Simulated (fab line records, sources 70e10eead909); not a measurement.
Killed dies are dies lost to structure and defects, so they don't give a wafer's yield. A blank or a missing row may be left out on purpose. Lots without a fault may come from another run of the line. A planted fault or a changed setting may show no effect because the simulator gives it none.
A struck lot beside a sound one | flow nand_harc | 15 steps out of a route of 1302
Sound: wafers L765.1, L765.3, L765.6. Struck: wafer L769.5. (L769.4, L769.6 of the same lot were not struck and are left out.) The cause comes at the end.
At each step with rows: each side's tool, then ch and its chambers, then its first start. Under that, the readings that differ: sound wafers | struck wafers | difference of the means | sigmas: that difference in standard deviations of wafers without a fault.
alike: readings whose means differ by less than 2 such deviations, and words and numbers that are the same on both sides. not compared: withheld readings, readings that some wafer has no value for, bounds like >300 that may hide the same value, and numbers for which the record gives no deviation and whose values overlap.
The two part at a step that has a row with sigmas, a row that says differs or no value, or rows on one side only. Numbers that don't overlap but have no deviation are shown without sigmas and don't part them. A reading that every wafer of one side lacks parts them only if that side has two wafers or more.

NHARC_A_BONDPAD_CD_MEAS_09: target cd 500 nm.
  sound on cd_sem-02 ch 0, day 27 09:54; struck on cd_sem-01 ch 0, day 30 16:59
  alike: cd_nm
NHARC_A_BONDPAD_OVL_MEAS_35:
  sound on overlay-01, day 27 09:59; struck on overlay-02, day 30 17:04
  reading           | sound    | struck | difference | sigmas
  overlay_y_nm (nm) | 10 10 11 | -3     | -13        | -2
  alike: overlay_x_nm
then, 2 steps without rows for these wafers: NHARC_A_BONDPAD_HARDBAKE_10 (time 65 s); NHARC_A_BONDPAD_DESCUM_11 (chemistry O2, time 3 s).
NHARC_A_BONDPAD_ETCH_34: etches the open film in N2/H2, target depth 60 nm, overetch 18 nm, time 65.91 s.
  sound on rie_diel-12 ch 1,2,3, day 27 10:17; struck on rie_diel-06 ch 2, day 30 17:17
  reading                        | sound                | struck | difference | sigmas
  chamber_pressure_mTorr (mTorr) | 29.973 29.976 30.019 | 30.043 | +0.054     | +2
  oes_product_au (a.u.)          | 0.986 1.000 1.008    | 0.984  | -0.014     | -2
  alike: drypump_motor_current_A, n2_flow_sccm, rf_fwd_power_W, rf_vpp_V, showerhead_plenum_p_Torr, throttle_valve_pct
  not compared: rf_hours_counter_h
NHARC_A_BONDPAD_ETCH_12: etches the open film in CHF3/O2, target depth 220 nm, time 110 s.
  sound on rie_diel-12 ch 0,1,3; struck on rie_diel-06 ch 0
  reading                     | sound          | struck | difference | sigmas
  drypump_motor_current_A (A) | 5.78 5.80 6.24 | 5.36   | -0.58      | -2
  alike: chamber_pressure_mTorr, o2_flow_sccm, oes_product_au, rf_fwd_power_W, rf_vpp_V, showerhead_plenum_p_Torr, throttle_valve_pct
  not compared: rf_hours_counter_h
NHARC_A_BONDPAD_CD_MEAS_13:
  sound on cd_sem-02, day 27 10:30; struck on cd_sem-02, day 30 17:31
  alike: cd_nm
then, 3 steps without rows for these wafers: NHARC_A_BONDPAD_STRIP_15 (strips in O2); NHARC_A_BONDPAD_ETCH_24 (etches the open film in CF4/N2, target depth 30 nm, time 72.99 s); NHARC_A_BONDPAD_STRIP_16 (strips in post etch residue remover, time 600 s).
NHARC_A_BONDPAD_DEGAS_25: time 60 s.
  sound on pvd_sputter-01, day 27 11:08; struck on pvd_sputter-01, day 30 18:10
  alike: heater_power_w
NHARC_A_BONDPAD_PRE_CLEAN_26: time 30 s.
  sound on pvd_sputter-01; struck on pvd_sputter-01
  alike: heater_power_w
NHARC_A_BONDPAD_PVD_17: deposits TaN, target thk 5 nm, time 8.06 s.
  sound on pvd_sputter-01, day 27 11:15; struck on pvd_sputter-01, day 30 18:16
  reading    | sound          | struck | difference | sigmas
  time_s (s) | 8.06 8.06 8.06 | 10.242 | +2.182     |
  alike: cathode_dc_power_W, throttle_valve_pct
NHARC_A_BONDPAD_PVD_27: deposits Cu, target thk 30 nm, time 20.49 s.
  sound on pvd_sputter-01; struck on pvd_sputter-01
  alike: cathode_dc_power_W, throttle_valve_pct
  not compared: time_s
NHARC_END_SORT_01:
  sound on prober-02 ch 0, day 28 16:04; struck on prober-02 ch 0, day 32 02:08
  alike: defect_limited_yield, killed_at_array, killed_at_other, killed_at_periphery, killed_dies, killed_open, killed_short, sort_bin_2_pct, sort_bin_3_pct, sort_bin_4_pct, sort_n_pass, sort_rim_yield_pct, sort_yield_pct

WHERE THEY PART
First at NHARC_A_BONDPAD_OVL_MEAS_35; last, within this record, at NHARC_A_BONDPAD_ETCH_12. Later steps at which nothing parts them and some readings are alike: NHARC_A_BONDPAD_CD_MEAS_13, NHARC_A_BONDPAD_DEGAS_25, NHARC_A_BONDPAD_PRE_CLEAN_26, NHARC_A_BONDPAD_PVD_17, NHARC_A_BONDPAD_PVD_27, NHARC_END_SORT_01.

WHY: what the simulator had put in
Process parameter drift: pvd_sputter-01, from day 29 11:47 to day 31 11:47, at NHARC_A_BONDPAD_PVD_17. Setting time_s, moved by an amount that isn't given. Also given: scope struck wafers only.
